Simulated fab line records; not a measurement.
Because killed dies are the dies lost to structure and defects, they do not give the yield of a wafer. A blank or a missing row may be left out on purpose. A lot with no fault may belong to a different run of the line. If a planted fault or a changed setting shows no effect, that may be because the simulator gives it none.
fab line records    flow n5Finfet
record: lots: 9  wafers: 26  lastDay: 18
route steps=1938 shown MOL_CONTACT_COAG@575 BEOL_M4@1111 PASSIVATION@1936
lots that met no fault: taken from a fault-free run of the same line
startH: the number of hours between the record's first day and the start of the first shown wafer of the lot    waitH: hours since the lot's step before    " the same as in the row above    L1.1+2: a row that stands for several wafers    - value missing, or start not given    * or withheld: withheld    < > ~ a bound
route shown NAME@n: NAME is a module with steps in the file, n the number in the route of the first one    usual: mean and standard deviation over wafers with no fault    same: alike in all rows    chamber/n: place in a boat    sites: the reading at each site    _std_site: how widely they spread, as a standard deviation    _edge_site: outer sites' mean less inner sites'    radiusMm: how far each site lies from the wafer's centre    mask NAME#n: copy n    behind: tool/chamber where the wafer was last shaped    hold: cause of the lot's hold/its duration in hours/its outcome    device: names the non-switching transistor (n, p or np)    end of line: tests run on the same wafers once the route is complete    step lacking rows: just its recipe    killed: dies lost to structure and defects at the first sort, not the wafer's yield    map: the dies of a wafer, with x for killed, . for not killed, _ for no die there
set.NAME: the setting the step ran with; set.NAME@STEP: the setting that earlier step ran with    model.NAME: the simulator's own value behind a step, which no gauge read
the route's steps for a sample of lots (tables are steps, rows are wafers)
services: from which hour (startH, from the record's first day; less than 0 if before it) a tool's chamber was out of use, for how many hours, and why
== steps ==
step: N5_MOL_CONTACT_COAG_INSPECT_57
recipe: mode: adi  inspectInstrument: brightfield
usual: rawDefectCount: 200/49
lot.wafer  tool              chamber  startH  waitH  rawDefectCount
L109.2     defectInspect-01  -        96.74   0.0    223
L109.3     "                 -        "       "      327
L109.5     "                 -        "       "      304
L120.3     defectInspect-02  -        167.94  0.0    187
L120.5     "                 -        "       "      173
L121.1     defectInspect-02  -        176.12  0.1    241
L121.5     "                 -        "       "      196
L121.6     "                 -        "       "      349
L122.2     defectInspect-01  -        185.81  0.0    210
L122.3     "                 -        "       "      217
L122.5     "                 -        "       "      236
L124.1     defectInspect-02  -        191.97  0.1    226
L124.2     "                 -        "       "      261
L124.5     "                 -        "       "      165
L127.1     defectInspect-02  -        211.55  0.1    198
L127.2     "                 -        "       "      150
L127.3     "                 -        "       "      165
L129.2     defectInspect-02  -        220.65  0.0    204
L129.4     "                 -        "       "      213
L129.5     "                 -        "       "      176
L130.2     defectInspect-02  -        227.57  0.0    240
L130.3     "                 -        "       "      181
L130.4     "                 -        "       "      177
L132.1     defectInspect-01  -        243.51  0.1    189
L132.5     "                 -        "       "      157
L132.6     "                 -        "       "      79
step: N5_MOL_CONTACT_COAG_ALD_131
recipe: material: SiO2  targetThkA: 50  tempC: 100  aldPrecursorFamily: BDEAS  aldCoReactant: O2-plasma  pulseTimeS: 1  coReactantPulseTimeS: 1  purgeTimeS: 2  coReactantPurgeTimeS: 2  aldCycles: 35  pressureTorr: 2
usual: heaterPowerOuterW: 38/3  heaterPowerW: 76.3/2.8  precursorPulseHeightRel: 0.998/0.019
same: aldCycles: 35
lot.wafer  tool       chamber  startH  waitH  heaterPowerOuterW  heaterPowerW  precursorPulseHeightRel
L109.2     aldSin-03  0        96.99   0.1    38                 76.8          0.992
L109.3     "          3        "       "      38                 76.3          0.994
L109.5     "          3        "       "      37                 73.2          1.024
L120.3     aldSin-04  0        169.21  0.1    35                 74.2          0.994
L120.5     "          2        "       "      39                 75.8          0.995
L121.1     aldSin-01  3        176.29  0.1    35                 70.2          0.991
L121.5     "          3        "       "      35                 72.3          0.978
L121.6     "          0        "       "      42                 78.3          1.032
L122.2     aldSin-04  0        187.01  1.1    36                 72.5          0.979
L122.3     "          1        "       "      36                 76.1          1.011
L122.5     "          0        "       "      36                 73.9          1.004
L124.1     aldSin-01  0        192.14  0.1    41                 78.7          0.993
L124.2     "          3        "       "      35                 69.4          0.972
L124.5     "          0        "       "      42                 76.0          0.979
L127.1     aldSin-04  3        211.72  0.1    34                 76.3          1.041
L127.2     "          2        "       "      39                 77.1          1.004
L127.3     "          1        "       "      34                 74.6          0.992
L129.2     aldSin-03  3        220.82  0.1    38                 74.9          1.038
L129.4     "          1        "       "      39                 77.6          0.975
L129.5     "          2        "       "      44                 79.0          1.016
L130.2     aldSin-04  3        227.74  0.1    34                 74.9          0.998
L130.3     "          0        "       "      36                 74.7          0.998
L130.4     "          1        "       "      34                 75.0          1.011
L132.1     aldSin-04  2        243.70  0.1    40                 76.0          1.013
L132.5     "          1        "       "      35                 73.5          1.000
L132.6     "          2        "       "      40                 76.8          0.984
step: N5_MOL_CONTACT_COAG_ETCH_91
recipe: chemistry: N2/H2  target: SOC  targetDepthA: 600  overetchA: 210  maskMaterial: SiARC  tempC: 40  timeS: 101.2  ionEnergyEv: 200  pressureMtorr: 30  sourceW: 840  biasW: 150  n2FlowSccm: 200  h2FlowSccm: 200
usual: drypumpMotorCurrentA: 5.7/0.55  oesProductAu: 0.69/0.085  rfFwdPowerW: 835/3.1  rfVppV: 523.4/2.4  showerheadPlenumPTorr: 2.52/0.08  throttleValvePct: 17.78/0.22
same: timeS: 101.2
lot.wafer  tool        chamber  startH  waitH  drypumpMotorCurrentA  oesProductAu  rfFwdPowerW  rfHoursCounterH  rfVppV  showerheadPlenumPTorr  throttleValvePct
L109.2     rieDiel-06  3        97.28   0.0    5.2                   0.59          833          240              524.0   2.51                   17.75
L109.3     "           0        "       "      5.5                   0.59          835          232              520.8   2.41                   18.16
L109.5     "           3        "       "      5.3                   0.58          835          -                523.1   2.51                   17.76
L120.3     rieDiel-06  1        169.43  0.0    4.9                   0.68          835          120              526.9   2.55                   17.57
L120.5     "           2        "       "      5.5                   0.72          832          -                524.9   2.58                   18.00
L121.1     rieDiel-02  0        176.50  0.0    5.6                   0.61          831          186              519.8   2.42                   18.01
L121.5     "           3        "       "      6.5                   0.58          833          -                519.7   2.44                   17.85
L121.6     "           2        "       "      5.4                   0.81          838          -                528.1   2.72                   17.68
L122.2     rieDiel-01  2        187.22  0.0    5.2                   0.83          832          2                522.4   2.49                   17.33
L122.3     "           3        "       "      6.1                   0.76          840          19               521.4   2.49                   17.71
L122.5     "           2        "       "      5.1                   0.83          836          -                521.4   2.50                   17.35
L124.1     rieDiel-01  2        192.36  0.0    5.1                   0.81          837          4                521.6   2.49                   17.33
L124.2     "           0        "       "      6.0                   0.65          838          127              524.1   2.54                   17.77
L124.5     "           0        "       "      6.0                   0.65          839          -                525.5   2.54                   17.75
L127.1     rieDiel-02  2        211.93  0.0    5.5                   0.78          841          19               528.0   2.72                   17.71
L127.2     "           0        "       "      5.6                   0.60          836          197              521.1   2.42                   18.02
L127.3     "           1        "       "      5.3                   0.56          830          246              518.4   2.38                   17.81
L129.2     rieDiel-01  0        221.03  0.0    6.0                   0.65          833          138              525.3   2.54                   17.76
L129.4     "           2        "       "      5.1                   0.79          833          14               523.5   2.49                   17.34
L129.5     "           3        "       "      6.1                   0.74          837          -                522.8   2.49                   17.75
L130.2     rieDiel-06  0        227.96  0.0    5.6                   0.78          838          21               528.7   2.71                   17.75
L130.3     "           2        "       "      5.5                   0.70          834          72               524.3   2.58                   18.03
L130.4     "           1        "       "      4.9                   0.66          840          138              523.2   2.54                   17.60
L132.1     rieDiel-02  0        243.91  0.0    5.6                   0.59          831          211              519.6   2.41                   18.04
L132.5     "           0        "       "      5.6                   0.60          838          -                520.3   2.41                   18.04
L132.6     "           3        "       "      6.5                   0.56          839          -                519.5   2.43                   17.89
step: N5_MOL_CONTACT_COAG_ETCHBACK_135
recipe: chemistry: CHF3  target: SiO2  targetDepthA: 250  timeS: 16.7  ionEnergyEv: 200  pressureMtorr: 30  sourceW: 610  biasW: 170  Ar_flow_sccm: 200  CHF3_flow_sccm: 50
usual: drypumpMotorCurrentA: 5.7/0.55  oesProductAu: 0.82/0.11  rfFwdPowerW: 600/3.1  rfVppV: 519/9.8  showerheadPlenumPTorr: 2.36/0.075  throttleValvePct: 18.68/0.23
same: timeS: 16.7
lot.wafer  tool        chamber  startH  waitH  drypumpMotorCurrentA  oesProductAu  rfFwdPowerW  rfHoursCounterH  rfVppV  showerheadPlenumPTorr  throttleValvePct
L109.2     rieDiel-06  3        97.37   0.0    5.3                   0.68          597          240              517     2.34                   18.60
L109.3     "           0        "       "      5.6                   0.69          601          232              496     2.25                   18.93
L109.5     "           3        "       "      5.3                   0.68          597          -                519     2.34                   18.60
L120.3     rieDiel-06  1        169.52  0.0    4.9                   0.80          598          120              535     2.40                   18.51
L120.5     "           2        "       "      5.5                   0.86          601          -                522     2.40                   18.90
L121.1     rieDiel-02  0        176.59  0.0    5.6                   0.73          604          186              508     2.26                   18.72
L121.5     "           3        "       "      6.6                   0.70          599          -                512     2.25                   18.43
L121.6     "           2        "       "      5.4                   0.96          602          -                528     2.54                   18.63
L122.2     rieDiel-01  2        187.31  0.0    5.1                   0.99          605          2                532     2.34                   18.18
L122.3     "           3        "       "      6.1                   0.90          603          19               519     2.35                   18.75
L122.5     "           2        "       "      5.1                   1.00          604          -                531     2.34                   18.18
L124.1     rieDiel-01  2        192.45  0.0    5.1                   0.98          602          4                531     2.34                   18.17
L124.2     "           0        "       "      6.0                   0.76          598          128              512     2.40                   18.75
L124.5     "           0        "       "      6.0                   0.76          597          -                512     2.40                   18.76
L127.1     rieDiel-02  2        212.02  0.0    5.4                   0.93          602          19               526     2.54                   18.63
L127.2     "           0        "       "      5.6                   0.71          604          197              509     2.25                   18.74
L127.3     "           1        "       "      5.3                   0.66          601          246              521     2.26                   18.89
L129.2     rieDiel-01  0        221.12  0.0    6.0                   0.76          599          138              512     2.40                   18.77
L129.4     "           2        "       "      5.2                   0.96          602          14               530     2.33                   18.20
L129.5     "           3        "       "      6.1                   0.89          598          -                517     2.35                   18.79
L130.2     rieDiel-06  0        228.05  0.0    5.5                   0.92          600          21               505     2.52                   18.55
L130.3     "           2        "       "      5.5                   0.84          602          72               522     2.39                   18.93
L130.4     "           1        "       "      4.9                   0.78          599          138              535     2.39                   18.51
L132.1     rieDiel-02  0        244.00  0.0    5.6                   0.70          601          211              509     2.25                   18.75
L132.5     "           0        "       "      5.6                   0.70          600          -                506     2.25                   18.75
L132.6     "           3        "       "      6.6                   0.67          598          -                513     2.24                   18.49
step: N5_MOL_CONTACT_COAG_CD_MEAS_137
recipe: targetCdNm: 16
usual: cdNm: 15.9/0.37
lot.wafer  tool      chamber  startH  waitH  cdNm
L109.2     cdSem-02  -        97.83   0.0    16.4
L109.3     "         -        "       "      16.0
L109.5     "         -        "       "      15.6
L120.3     cdSem-02  -        169.89  0.0    17.0
L120.5     "         -        "       "      16.3
L121.1     cdSem-02  -        176.96  0.0    15.8
L121.5     "         -        "       "      16.1
L121.6     "         -        "       "      16.0
L122.2     cdSem-02  -        187.68  0.0    14.8
L122.3     "         -        "       "      15.4
L122.5     "         -        "       "      15.6
L124.1     cdSem-03  -        192.82  0.0    15.8
L124.2     "         -        "       "      15.7
L124.5     "         -        "       "      16.1
L127.1     cdSem-01  -        212.39  0.0    15.7
L127.2     "         -        "       "      15.6
L127.3     "         -        "       "      15.3
L129.2     cdSem-01  -        221.56  0.0    15.8
L129.4     "         -        "       "      15.5
L129.5     "         -        "       "      15.7
L130.2     cdSem-03  -        228.42  0.0    16.0
L130.3     "         -        "       "      15.6
L130.4     "         -        "       "      15.5
L132.1     cdSem-03  -        244.37  0.0    15.9
L132.5     "         -        "       "      16.1
L132.6     "         -        "       "      16.1
step: N5_BEOL_M4_RC_MEAS_101
usual: DIBL_N: 36.2/1.6  DIBL_P: 36.1/2  IOFF_N: 0.16/0.032  IOFF_P: 0.22/0.036  ION_N: 672/11  ION_P: 463/7.5  SS_N: 71.4/0.58  SS_P: 73.2/0.67  VT_N: 250/3.3  VT_P: -250/3.3
lot.wafer  tool       chamber  startH  waitH  DIBL_N[mV/V]  DIBL_P[mV/V]  IOFF_N[nA/um]  IOFF_P[nA/um]  ION_N[uA/um]  ION_P[uA/um]  SS_N[mV/dec]  SS_P[mV/dec]  VT_N[mV]  VT_P[mV]
L109.2     prober-02  0        172.98  0.2    36.6          37.3          0.13           0.17           652           446           71.1          72.5          254       -257
L109.3     "          0        "       "      37.2          38.7          0.17           0.19           679           456           72.3          74.0          247       -251
L109.5     "          0        "       "      34.5          35.6          0.12           0.15           660           444           70.7          72.3          255       -256
L120.3     prober-01  0        238.21  0.3    36.7          37.5          0.18           0.27           681           474           72.1          73.8          247       -243
L120.5     "          0        "       "      36.0          36.4          0.15           0.24           677           471           71.7          73.5          250       -247
L121.1     prober-02  0        246.98  0.0    33.7          33.0          0.12           0.19           657           461           70.5          72.0          252       -246
L121.5     "          0        "       "      35.4          35.0          0.15           0.23           681           468           71.2          72.8          250       -245
L121.6     "          0        "       "      36.2          35.8          0.18           0.23           686           474           71.4          73.0          247       -244
L122.2     prober-02  0        253.70  0.2    37.5          39.2          0.22           0.26           680           463           71.8          74.1          243       -250
L122.3     "          0        "       "      39.5          41.9          0.26           0.31           693           475           73.1          74.5          243       -246
L122.5     "          0        "       "      37.5          39.3          0.20           0.25           690           472           71.6          74.0          245       -250
L124.1     prober-02  0        270.23  0.0    35.3          35.2          0.15           0.20           676           465           71.4          73.8          248       -251
L124.2     "          0        "       "      41.1          40.7          0.29           0.29           699           466           73.2          74.8          240       -247
L124.5     "          0        "       "      36.6          37.4          0.17           0.23           674           466           71.1          73.8          247       -247
L127.1     prober-02  0        286.14  0.0    34.9          35.6          0.14           0.23           668           463           71.3          73.1          253       -246
L127.2     "          0        "       "      32.7          32.1          0.12           0.18           677           467           70.6          72.5          251       -248
L127.3     "          0        "       "      37.0          37.2          0.19           0.27           681           472           71.7          73.3          245       -244
L130.2     prober-02  0        294.98  0.2    33.0          30.8          0.11           0.15           649           449           71.1          72.6          257       -254
L130.3     "          0        "       "      38.4          38.8          0.20           0.27           676           463           71.9          74.0          248       -244
L130.4     "          0        "       "      35.4          34.2          0.13           0.19           670           463           71.2          72.6          251       -249
L129.2     prober-02  0        305.23  0.2    40.5          38.1          0.21           0.27           666           462           71.8          73.7          246       -247
L129.4     "          0        "       "      37.6          34.2          0.15           0.20           660           462           71.4          72.6          250       -250
L129.5     "          0        "       "      38.3          34.9          0.16           0.20           653           457           71.7          72.8          251       -250
L132.1     prober-02  0        339.85  0.0    38.7          39.5          0.20           0.25           694           469           72.4          73.6          244       -246
L132.5     "          0        "       "      36.5          37.2          0.16           0.22           679           470           72.2          73.4          250       -247
L132.6     "          0        "       "      34.7          35.7          0.13           0.20           661           465           71.4          72.2          252       -252
step: N5_PASSIVATION_PROBE_49
usual: defectLimitedYield: 91.4/1.3  killed_at_M0_to_M3: 34/10  killed_at_M4_up: 14/5.6  killedAtContacts: 13/5.9  killedAtFrontEnd: 37/9.9  killedAtOther: 3.5/2.8  killedDies: 101/15  killedOpen: 67/12  killedShort: 32/6.6  sort_bin_4_leakage: 0.00/0.014  sort_bin_5_function: 5.0/0.81  sort_bin_6_memory: 3.2/0.66  sort_bin_8_speed: 0.00/0.007  sortNPass: 1079/15  sortYieldPct: 91.4/1.3
same: grossDies: 1180  killedAtBackSide: 0
lot.wafer  tool       chamber  startH  waitH  defectLimitedYield[%]  killed_at_M0_to_M3  killed_at_M4_up  killedAtContacts  killedAtFrontEnd  killedAtOther  killedDies  killedOpen  killedShort  sort_bin_4_leakage[%]  sort_bin_5_function[%]  sort_bin_6_memory[%]  sort_bin_8_speed[%]  sortNPass  sortYieldPct[%]
L122.3     prober-02  -        359.28  0.1    92.3                   19                  10               36                22                4              91          62          29           0                      4.9                     2.6                   0                    1089       92.3
killed by level:class
L122.3 MOL_CONTACT_COAG:geometricParticle:open=27 MOL_CONTACT_COAG:geometricParticle:short=9 STI_FIN_REVEAL:geometricParticle:open=7 BEOL_M1:geometricParticle:open=7 STARTING-WAFER:geometricParticle:open=4 STI_FIN_REVEAL:geometricParticle:short=3 ILD0:geometricParticle:short=3 BEOL_M0_SAQP:geometricParticle:open=3
== services ==
tool        chamber  startH  hours  kind
aldSin-04   -        85.71   14.0   pm
rieDiel-02  -        96.68   28.1   pm
rieDiel-01  -        105.62  2.8    pm
aldSin-01   -        114.67  2.8    pm
rieDiel-01  3        118.77  -      clean
rieDiel-01  3        118.77  -      consumableReplace:focusRing
rieDiel-01  3        118.77  22.9   scheduledDown
rieDiel-01  3        118.77  22.9   ventCycle
aldSin-04   0        125.72  10.5   repair
rieDiel-02  3        126.12  3.5    repair
rieDiel-02  2        139.13  -      clean
rieDiel-02  2        139.13  -      consumableReplace:focusRing
rieDiel-02  2        139.13  -      consumableReplace:showerhead
rieDiel-02  2        139.13  19.0   scheduledDown
rieDiel-02  3        143.67  19.0   repair
aldSin-01   -        157.02  14.6   pm
aldSin-01   -        176.75  14.0   pm
aldSin-01   2        197.06  3.2    repair
rieDiel-02  1        209.60  1.2    repair
rieDiel-06  2        212.80  6.6    repair
rieDiel-01  0        231.78  6.0    repair
aldSin-04   1        232.00  10.4   repair
aldSin-03   -        237.07  0.9    repair
aldSin-04   3        238.99  12.5   repair
== key ==
firstSign: step: N5_MOL_CONTACT_COAG_CD_MEAS_137  reading: cdNm  direction: up  sigmas: 3.1  usual: 15.9  struck: 17.0
effect none on later readings
metAt N5_MOL_CONTACT_COAG_ETCH_91
struckLots L120
struckWafers L120.3
notActingAt N5_MOL_CONTACT_COAG_INSPECT_57,N5_MOL_CONTACT_COAG_ALD_131,N5_MOL_CONTACT_COAG_ETCHBACK_135
onsetBetween 97.28 169.43
fault: kind: processParameterDrift  tool: rieDiel-06  chamber: -  onsetH: 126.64  steps: N5_MOL_CONTACT_COAG_ETCH_91  channel: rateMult  offset: 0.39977  shape: step  endH: 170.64  scope: struckWafersOnly
